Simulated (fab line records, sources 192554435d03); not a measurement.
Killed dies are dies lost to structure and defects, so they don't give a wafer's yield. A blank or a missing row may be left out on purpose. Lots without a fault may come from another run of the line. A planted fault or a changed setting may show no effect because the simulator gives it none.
Which tool did it? | flow n5_finfet | 11 lots, 33 wafers sampled, at 3 steps of a route of 1938

WHAT THE GAUGES READ, wafer by wafer
N5_BEOL_M14_THK_MEAS_50: measures by xrf.
lot  | measured     | on            | M14_THK (nm)
L618 | day 11 06:50 | film_metro-02 | 562 526 539
L620 | day 11 20:45 | film_metro-02 | 523 562 547
L622 | day 12 12:59 | film_metro-02 | 563 558 557
L624 | day 12 13:25 | film_metro-02 | 544 568 561
L625 | day 12 21:15 | film_metro-02 | 570 560 557
L627 | day 13 13:07 | film_metro-02 | 546 546 546
L631 | day 14 13:16 | film_metro-02 | 532 561 519
L632 | day 14 20:26 | film_metro-02 | 567 548 574
L639 | day 16 20:04 | film_metro-01 | 549 553 563
L640 | day 16 21:10 | film_metro-01 | 551 565 552
L638 | day 17 00:37 | film_metro-02 | 561 535 561

WHICH TOOL RAN EACH LOT (tool, then ch and the chambers of the sampled wafers, then the start)
lot  | N5_BEOL_M14_ETCH_38                           | N5_BEOL_M14_ANNEAL_48
L618 | rie_diel-04 ch 0,1,3, day 11 06:15 or earlier | rtp_anneal-01 ch 0, day 11 06:15
L620 | rie_diel-04 ch 2,3, day 11 20:12 or earlier   | rtp_anneal-02 ch 0, day 11 20:12
L622 | rie_diel-04 ch 1,2,3, day 12 12:29 or earlier | rtp_anneal-01 ch 0, day 12 12:29
L624 | rie_diel-05 ch 0,1,2, day 12 12:52 or earlier | rtp_anneal-02 ch 0, day 12 12:52
L625 | rie_diel-05 ch 0,2, day 12 20:40 or earlier   | rtp_anneal-01 ch 0, day 12 20:40
L627 | rie_diel-05 ch 0,1,2, day 13 12:31 or earlier | rtp_anneal-02 ch 0, day 13 12:31
L631 | rie_diel-05 ch 0,2,3, day 14 12:46 or earlier | rtp_anneal-02, day 14 12:46
L632 | rie_diel-04 ch 0,1, day 14 19:51 or earlier   | rtp_anneal-02, day 14 19:51
L639 | rie_diel-06 ch 1,2,3, day 16 19:34 or earlier | rtp_anneal-01 ch 0, day 16 19:34
L640 | rie_diel-06 ch 0,2, day 16 20:34 or earlier   | rtp_anneal-02 ch 0, day 16 20:34
L638 | rie_diel-05 ch 1,2,3, day 17 00:02 or earlier | rtp_anneal-01 ch 0, day 17 00:02
- N5_BEOL_M14_ETCH_38: etches SiCN in CF4/N2, target depth 106.5 nm, time 120.6 s.
- N5_BEOL_M14_ANNEAL_48: time 90 s.

THE ANSWER, worked out from the rows above alone
Rule: what is usual is taken from the lots themselves. Put in order of their means at a reading, lots are off if they are a third of the lots or fewer, leave a main group of 4 or more, and stand apart from it by a gap of 3 or more times the standard deviation of the main group's means; of several such gaps the widest counts. A main group whose means are all the same, to the digits that the tables above print for the reading, isn't used. A lot without any number at a reading at which 4 lots or more have one is off too. The other lots that the step has rows for count as sound.
No lot is off at any reading shown: from this, nothing can be told.

WHAT THE SIMULATOR HAD PUT IN
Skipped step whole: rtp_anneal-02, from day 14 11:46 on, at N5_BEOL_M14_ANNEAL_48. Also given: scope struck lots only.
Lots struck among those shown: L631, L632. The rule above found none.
